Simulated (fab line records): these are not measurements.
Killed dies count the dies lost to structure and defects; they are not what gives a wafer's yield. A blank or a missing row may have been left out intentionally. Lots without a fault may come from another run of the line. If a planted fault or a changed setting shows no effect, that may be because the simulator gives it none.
The tool behind it: which one? / flow n5 finfet / Sampling: 9 lots, 27 wafers, 6 of 1938 route steps

== WHAT THE GAUGES READ, wafer by wafer ==
N5_BEOL_M4_RC_MEAS_101.
lot=L796; measured=day 7 19:36; on=prober-01; DIBL_N (mV/V)=34.5 34.9 33.1; DIBL_P (mV/V)=32.9 34.7 31.6; IOFF_N (nA/um)=0.12 0.14 0.10; IOFF_P (nA/um)=0.18 0.21 0.16; ION_N (uA/um)=675 687 660; ION_P (uA/um)=460 476 457; SS_N (mV/dec)=70.9 71.1 70.9; SS_P (mV/dec)=72.8 73.2 72.6; VT_N (mV)=253 248 257; VT_P (mV)=-251 -250 -252
lot=L797; measured=day 8 12:59; on=prober-02; DIBL_N (mV/V)=38.3 38.4 36.6; DIBL_P (mV/V)=40.1 40.2 36.9; IOFF_N (nA/um)=0.21 0.22 0.18; IOFF_P (nA/um)=0.31 0.31 0.25; ION_N (uA/um)=678 695 681; ION_P (uA/um)=466 481 471; SS_N (mV/dec)=72.6 71.9 72.8; SS_P (mV/dec)=74.4 74.1 73.3; VT_N (mV)=250 245 249; VT_P (mV)=-246 -244 -246
lot=L798; measured=day 8 13:00; on=prober-01; DIBL_N (mV/V)=35.3 35.1 35.1; DIBL_P (mV/V)=36.5 36.3 36.6; IOFF_N (nA/um)=0.14 0.14 0.15; IOFF_P (nA/um)=0.18 0.17 0.18; ION_N (uA/um)=674 673 679; ION_P (uA/um)=456 456 458; SS_N (mV/dec)=71.3 72.2 71.7; SS_P (mV/dec)=74.1 72.9 73.7; VT_N (mV)=251 249 249; VT_P (mV)=-257 -256 -257
lot=L801; measured=day 10 03:57; on=prober-02; DIBL_N (mV/V)=37.9 39.7 38.8; DIBL_P (mV/V)=37.8 40.0 38.7; IOFF_N (nA/um)=0.16 0.20 0.17; IOFF_P (nA/um)=0.27 0.30 0.26; ION_N (uA/um)=674 681 670; ION_P (uA/um)=467 472 460; SS_N (mV/dec)=72.4 72.3 71.8; SS_P (mV/dec)=73.1 74.3 73.7; VT_N (mV)=247 249 249; VT_P (mV)=-245 -244 -246
lot=L810; measured=day 11 17:02; on=prober-02; DIBL_N (mV/V)=37.9 36.5 36.5; DIBL_P (mV/V)=37.9 35.3 36.1; IOFF_N (nA/um)=0.18 0.16 0.15; IOFF_P (nA/um)=0.20 0.17 0.18; ION_N (uA/um)=678 671 669; ION_P (uA/um)=456 451 456; SS_N (mV/dec)=70.9 71.8 71.2; SS_P (mV/dec)=73.9 73.2 73.0; VT_N (mV)=248 251 251; VT_P (mV)=-254 -254 -254
lot=L812; measured=day 12 05:14; on=prober-01; DIBL_N (mV/V)=36.0 37.1 35.8; DIBL_P (mV/V)=34.8 35.7 34.6; IOFF_N (nA/um)=0.15 0.16 0.14; IOFF_P (nA/um)=0.18 0.19 0.18; ION_N (uA/um)=666 668 657; ION_P (uA/um)=454 456 446; SS_N (mV/dec)=72.0 72.6 71.6; SS_P (mV/dec)=72.8 72.5 72.5; VT_N (mV)=254 249 253; VT_P (mV)=-252 -254 -252
lot=L815; measured=day 13 10:12; on=prober-01; DIBL_N (mV/V)=34.7 34.3 37.2; DIBL_P (mV/V)=37.2 35.7 39.5; IOFF_N (nA/um)=0.13 0.13 0.18; IOFF_P (nA/um)=0.22 0.21 0.26; ION_N (uA/um)=663 666 687; ION_P (uA/um)=463 461 471; SS_N (mV/dec)=71.5 70.9 72.2; SS_P (mV/dec)=73.4 73.4 73.7; VT_N (mV)=254 254 249; VT_P (mV)=-249 -249 -247
lot=L817; measured=day 14 04:26; on=prober-02; DIBL_N (mV/V)=35.2 36.2 34.5; DIBL_P (mV/V)=34.6 36.1 34.0; IOFF_N (nA/um)=0.12 0.15 0.12; IOFF_P (nA/um)=0.16 0.17 0.15; ION_N (uA/um)=662 679 659; ION_P (uA/um)=454 458 451; SS_N (mV/dec)=71.2 71.1 71.2; SS_P (mV/dec)=72.1 73.1 72.1; VT_N (mV)=253 247 253; VT_P (mV)=-255 -254 -256
lot=L816; measured=day 14 08:50; on=prober-01; DIBL_N (mV/V)=34.6 37.0 34.2; DIBL_P (mV/V)=35.7 39.9 35.9; IOFF_N (nA/um)=0.15 0.18 0.14; IOFF_P (nA/um)=0.19 0.25 0.18; ION_N (uA/um)=670 675 670; ION_P (uA/um)=457 459 455; SS_N (mV/dec)=71.2 71.9 71.0; SS_P (mV/dec)=73.1 74.6 73.3; VT_N (mV)=249 247 249; VT_P (mV)=-254 -252 -256

N5_BEOL_M6_THK_MEAS_01.
lot=L796; measured=day 8 07:50; on=film metro-01; M6_ILD_THK (nm)=154.2 155.3 158.3
lot=L797; measured=day 9 15:17; on=film metro-02; M6_ILD_THK (nm)=154.4 157.1 156.1
lot=L798; measured=day 9 06:42; on=film metro-01; M6_ILD_THK (nm)=153.9 158.3 157.1
lot=L801; measured=day 10 20:33; on=film metro-02; M6_ILD_THK (nm)=151.9 152.2 152.9
lot=L810; measured=day 12 07:37; on=film metro-01; M6_ILD_THK (nm)=283.4 282.6 288.4
lot=L812; measured=day 12 21:23; on=film metro-02; M6_ILD_THK (nm)=286.3 286.5 287.7
lot=L815; measured=day 13 22:14; on=film metro-02; M6_ILD_THK (nm)=153.8 158.9 158.8
lot=L817; measured=day 14 19:31; on=film metro-01; M6_ILD_THK (nm)=156.5 157.0 156.5
lot=L816; measured=day 14 23:32; on=film metro-01; M6_ILD_THK (nm)=153.8 153.9 154.6

== TOOL THAT RAN EACH LOT (tool first, then ch and the chambers of the sampled wafers, then the start) ==
lot=L796; N5_BEOL_M5_ETCH_41=rie diel-04 ch 2,3, day 8 07:07 or earlier; N5_BEOL_M5_STRIP_91=rie diel-04 ch 2,3, day 8 07:07 or earlier; N5_BEOL_M5_DEP_56=pecvd-03 ch 0,1,2, day 8 07:07; N5_BEOL_M6_ILD_DEP_00=pecvd-02 ch 0,1, day 8 07:15
lot=L797; N5_BEOL_M5_ETCH_41=rie diel-03 ch 1,2,3, day 9 14:05 or earlier; N5_BEOL_M5_STRIP_91=rie diel-03 ch 1,2,3, day 9 14:05 or earlier; N5_BEOL_M5_DEP_56=pecvd-03 ch 0,2, day 9 14:05; N5_BEOL_M6_ILD_DEP_00=pecvd-02 ch 0,1, day 9 14:13
lot=L798; N5_BEOL_M5_ETCH_41=rie diel-03 ch 0,1,2, day 9 05:59 or earlier; N5_BEOL_M5_STRIP_91=rie diel-03 ch 0,1,2, day 9 05:59 or earlier; N5_BEOL_M5_DEP_56=pecvd-01 ch 1,2, day 9 05:59; N5_BEOL_M6_ILD_DEP_00=pecvd-03 ch 0,1,2, day 9 06:07
lot=L801; N5_BEOL_M5_ETCH_41=rie diel-03 ch 0,3, day 10 19:19 or earlier; N5_BEOL_M5_STRIP_91=rie diel-03 ch 0,3, day 10 19:19 or earlier; N5_BEOL_M5_DEP_56=pecvd-03 ch 0,1, day 10 19:19; N5_BEOL_M6_ILD_DEP_00=pecvd-02 ch 0,1, day 10 19:26
lot=L810; N5_BEOL_M5_ETCH_41=rie diel-04 ch 0,1,3, day 12 06:55 or earlier; N5_BEOL_M5_STRIP_91=rie diel-04 ch 0,1,3, day 12 06:55 or earlier; N5_BEOL_M5_DEP_56=pecvd-01 ch 0,1,2, day 12 06:55; N5_BEOL_M6_ILD_DEP_00=pecvd-02 ch 0,1, day 12 07:03
lot=L812; N5_BEOL_M5_ETCH_41=rie diel-05 ch 1,2,3, day 12 20:12 or earlier; N5_BEOL_M5_STRIP_91=rie diel-05 ch 1,2,3, day 12 20:12 or earlier; N5_BEOL_M5_DEP_56=pecvd-04 ch 0,1,2, day 12 20:12; N5_BEOL_M6_ILD_DEP_00=pecvd-02 ch 0,1,2, day 12 20:20
lot=L815; N5_BEOL_M5_ETCH_41=rie diel-04 ch 1,2,3, day 13 21:26 or earlier; N5_BEOL_M5_STRIP_91=rie diel-04 ch 1,2,3, day 13 21:26 or earlier; N5_BEOL_M5_DEP_56=pecvd-01 ch 0,1, day 13 21:26; N5_BEOL_M6_ILD_DEP_00=pecvd-04 ch 0,1, day 13 21:38
lot=L817; N5_BEOL_M5_ETCH_41=rie diel-03 ch 0,1,2, day 14 18:47 or earlier; N5_BEOL_M5_STRIP_91=rie diel-03 ch 0,1,2, day 14 18:47 or earlier; N5_BEOL_M5_DEP_56=pecvd-03 ch 0,1, day 14 18:47; N5_BEOL_M6_ILD_DEP_00=pecvd-04 ch 0,1, day 14 18:56
lot=L816; N5_BEOL_M5_ETCH_41=rie diel-03 ch 1,2, day 14 22:50 or earlier; N5_BEOL_M5_STRIP_91=rie diel-03 ch 1,2, day 14 22:50 or earlier; N5_BEOL_M5_DEP_56=pecvd-04 ch 0,1, day 14 22:50; N5_BEOL_M6_ILD_DEP_00=pecvd-03 ch 0,1,2, day 14 22:58
- N5_BEOL_M5_ETCH_41: etches SiCN in CH3F/O2, target depth 31.5 nm, time 56.7 s.
- N5_BEOL_M5_STRIP_91: strips in N2/H2, time 10 s.
- N5_BEOL_M5_DEP_56: deposits SiCN from 3MS/NH3, target thk 8 nm, time 14 s.
- N5_BEOL_M6_ILD_DEP_00: deposits SiCOH lowk from DEMS/porogen, target thk 179.75 nm, time 33.4 s.

== WHAT THE TOOLS THEMSELVES READ (means of the sampled wafers that have a number; where no wafer has one, the mark that the record gives instead) ==
N5_BEOL_M5_ETCH_41.
lot=L796; tool=rie diel-04; drypump motor current A (A)=5.0; oes product au (a.u.)=0.74; rf fwd power W (W)=391.3; rf vpp V (V)=297.7; showerhead plenum p Torr (Torr)=2.01; throttle valve pct (%)=16.43
lot=L797; tool=rie diel-03; drypump motor current A (A)=6.1; oes product au (a.u.)=0.79; rf fwd power W (W)=390.3; rf vpp V (V)=298.1; showerhead plenum p Torr (Torr)=2.01; throttle valve pct (%)=16.47
lot=L798; tool=rie diel-03; drypump motor current A (A)=5.7; oes product au (a.u.)=0.73; rf fwd power W (W)=391.3; rf vpp V (V)=296.3; showerhead plenum p Torr (Torr)=1.98; throttle valve pct (%)=16.52
lot=L801; tool=rie diel-03; drypump motor current A (A)=5.4; oes product au (a.u.)=0.81; rf fwd power W (W)=388.8; rf vpp V (V)=295.4; showerhead plenum p Torr (Torr)=1.93; throttle valve pct (%)=16.58
lot=L810; tool=rie diel-04; drypump motor current A (A)=5.0; oes product au (a.u.)=0.73; rf fwd power W (W)=392.5; rf vpp V (V)=298.3; showerhead plenum p Torr (Torr)=2.04; throttle valve pct (%)=16.46
lot=L812; tool=rie diel-05; drypump motor current A (A)=5.6; oes product au (a.u.)=0.85; rf fwd power W (W)=391.5; rf vpp V (V)=297.9; showerhead plenum p Torr (Torr)=2.06; throttle valve pct (%)=16.29
lot=L815; tool=rie diel-04; drypump motor current A (A)=5.0; oes product au (a.u.)=0.70; rf fwd power W (W)=390.4; rf vpp V (V)=296.9; showerhead plenum p Torr (Torr)=2.01; throttle valve pct (%)=16.58
lot=L817; tool=rie diel-03; drypump motor current A (A)=5.7; oes product au (a.u.)=0.77; rf fwd power W (W)=390.0; rf vpp V (V)=297.3; showerhead plenum p Torr (Torr)=1.97; throttle valve pct (%)=16.42
lot=L816; tool=rie diel-03; drypump motor current A (A)=6.1; oes product au (a.u.)=0.76; rf fwd power W (W)=392.2; rf vpp V (V)=297.2; showerhead plenum p Torr (Torr)=2.00; throttle valve pct (%)=16.38

N5_BEOL_M5_STRIP_91.
lot=L796; tool=rie diel-04; drypump motor current A (A)=5.0; oes product au (a.u.)=0.74; rf vpp V (V)=59.1; showerhead plenum p Torr (Torr)=2.55; throttle valve pct (%)=23.65
lot=L797; tool=rie diel-03; drypump motor current A (A)=6.2; oes product au (a.u.)=0.79; rf vpp V (V)=59.3; showerhead plenum p Torr (Torr)=2.54; throttle valve pct (%)=23.69
lot=L798; tool=rie diel-03; drypump motor current A (A)=5.7; oes product au (a.u.)=0.73; rf vpp V (V)=59.7; showerhead plenum p Torr (Torr)=2.52; throttle valve pct (%)=23.79
lot=L801; tool=rie diel-03; drypump motor current A (A)=5.4; oes product au (a.u.)=0.81; rf vpp V (V)=59.5; showerhead plenum p Torr (Torr)=2.44; throttle valve pct (%)=23.80
lot=L810; tool=rie diel-04; drypump motor current A (A)=5.0; oes product au (a.u.)=0.73; rf vpp V (V)=59.6; showerhead plenum p Torr (Torr)=2.60; throttle valve pct (%)=23.80
lot=L812; tool=rie diel-05; drypump motor current A (A)=5.6; oes product au (a.u.)=0.85; rf vpp V (V)=59.5; showerhead plenum p Torr (Torr)=2.60; throttle valve pct (%)=23.54
lot=L815; tool=rie diel-04; drypump motor current A (A)=5.0; oes product au (a.u.)=0.71; rf vpp V (V)=59.9; showerhead plenum p Torr (Torr)=2.54; throttle valve pct (%)=23.83
lot=L817; tool=rie diel-03; drypump motor current A (A)=5.7; oes product au (a.u.)=0.77; rf vpp V (V)=59.2; showerhead plenum p Torr (Torr)=2.51; throttle valve pct (%)=23.64
lot=L816; tool=rie diel-03; drypump motor current A (A)=6.1; oes product au (a.u.)=0.75; rf vpp V (V)=59.9; showerhead plenum p Torr (Torr)=2.53; throttle valve pct (%)=23.61

N5_BEOL_M5_DEP_56.
lot=L796; tool=pecvd-03; rf fwd power W (W)=199.2; showerhead plenum p Torr (Torr)=3.666; throttle valve pct (%)=8.8
lot=L797; tool=pecvd-03; rf fwd power W (W)=200.0; showerhead plenum p Torr (Torr)=3.658; throttle valve pct (%)=9.1
lot=L798; tool=pecvd-01; rf fwd power W (W)=198.6; showerhead plenum p Torr (Torr)=3.671; throttle valve pct (%)=9.8
lot=L801; tool=pecvd-03; rf fwd power W (W)=199.7; showerhead plenum p Torr (Torr)=3.669; throttle valve pct (%)=9.1
lot=L810; tool=pecvd-01; rf fwd power W (W)=199.2; showerhead plenum p Torr (Torr)=3.669; throttle valve pct (%)=9.2
lot=L812; tool=pecvd-04; rf fwd power W (W)=199.9; showerhead plenum p Torr (Torr)=3.657; throttle valve pct (%)=9.0
lot=L815; tool=pecvd-01; rf fwd power W (W)=200.1; showerhead plenum p Torr (Torr)=3.676; throttle valve pct (%)=9.4
lot=L817; tool=pecvd-03; rf fwd power W (W)=199.9; showerhead plenum p Torr (Torr)=3.673; throttle valve pct (%)=9.0
lot=L816; tool=pecvd-04; rf fwd power W (W)=198.3; showerhead plenum p Torr (Torr)=3.654; throttle valve pct (%)=9.2

N5_BEOL_M6_ILD_DEP_00.
lot=L796; tool=pecvd-02; heater power w (W)=305; rf fwd power W (W)=495.1; showerhead plenum p Torr (Torr)=5.730; throttle valve pct (%)=13.3
lot=L797; tool=pecvd-02; heater power w (W)=308; rf fwd power W (W)=493.9; showerhead plenum p Torr (Torr)=5.723; throttle valve pct (%)=13.2
lot=L798; tool=pecvd-03; heater power w (W)=277; rf fwd power W (W)=495.6; showerhead plenum p Torr (Torr)=5.743; throttle valve pct (%)=13.5
lot=L801; tool=pecvd-02; heater power w (W)=320; rf fwd power W (W)=495.4; showerhead plenum p Torr (Torr)=5.730; throttle valve pct (%)=13.5
lot=L810; tool=pecvd-02; heater power w (W)=311; rf fwd power W (W)=496.0; showerhead plenum p Torr (Torr)=5.726; throttle valve pct (%)=13.5
lot=L812; tool=pecvd-02; heater power w (W)=305; rf fwd power W (W)=494.6; showerhead plenum p Torr (Torr)=5.727; throttle valve pct (%)=13.2
lot=L815; tool=pecvd-04; heater power w (W)=259; rf fwd power W (W)=496.5; showerhead plenum p Torr (Torr)=5.720; throttle valve pct (%)=13.7
lot=L817; tool=pecvd-04; heater power w (W)=311; rf fwd power W (W)=494.5; showerhead plenum p Torr (Torr)=5.720; throttle valve pct (%)=14.2
lot=L816; tool=pecvd-03; heater power w (W)=285; rf fwd power W (W)=494.7; showerhead plenum p Torr (Torr)=5.743; throttle valve pct (%)=13.5

== THE ANSWER, worked out from the rows above alone ==
Rule: the lots themselves supply what counts as usual. Put in order of their means at a reading, lots are off if they are a third of the lots or fewer, leave a main group of 4 or more, and stand apart from it by a gap of 3 or more times the standard deviation of the main group's means; of several such gaps the widest counts. If all means in a main group match to the digits the tables above print for the reading, that group is not used. A lot without any number at a reading at which 4 lots or more have one is off too. The other lots that the step has rows for count as sound. Order of review: gauges by route order, followed by the tools' own readings, for which a lot's mean as printed above is used. At the first step where some lot is off, the reading lying furthest off is the one used; lots without a number count as furthest.
Off: L810, L812, seen at N5_BEOL_M6_THK_MEAS_01 (M6_ILD_THK). For the main group the mean is 155.5 nm and the standard deviation 1.6.
If a tool, at a process step before that reading, ran all the lots that are off and no sound lot after the first of them, it fits. Gauges at N5_BEOL_M6_THK_MEAS_01: tried the same way as those tools. Because N5_BEOL_M5_ETCH_41 lacks a start for some lots, the hours and order of its lots are taken from N5_BEOL_M5_DEP_56. Because N5_BEOL_M5_STRIP_91 lacks a start for some lots, the hours and order of its lots are taken from N5_BEOL_M5_DEP_56. One candidate fits, namely pecvd-02 at N5_BEOL_M6_ILD_DEP_00. A fault onset in the window from L801 (day 10 19:26, its last sound lot) to L810 (day 12 07:03, its first lot off) fits.

== WHAT THE SIMULATOR HAD INSERTED ==
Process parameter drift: pecvd-02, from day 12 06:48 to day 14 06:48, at N5_BEOL_M6_ILD_DEP_00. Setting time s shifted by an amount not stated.
Shown lots that were struck: L810, L812. The rule given above showed the same thing.
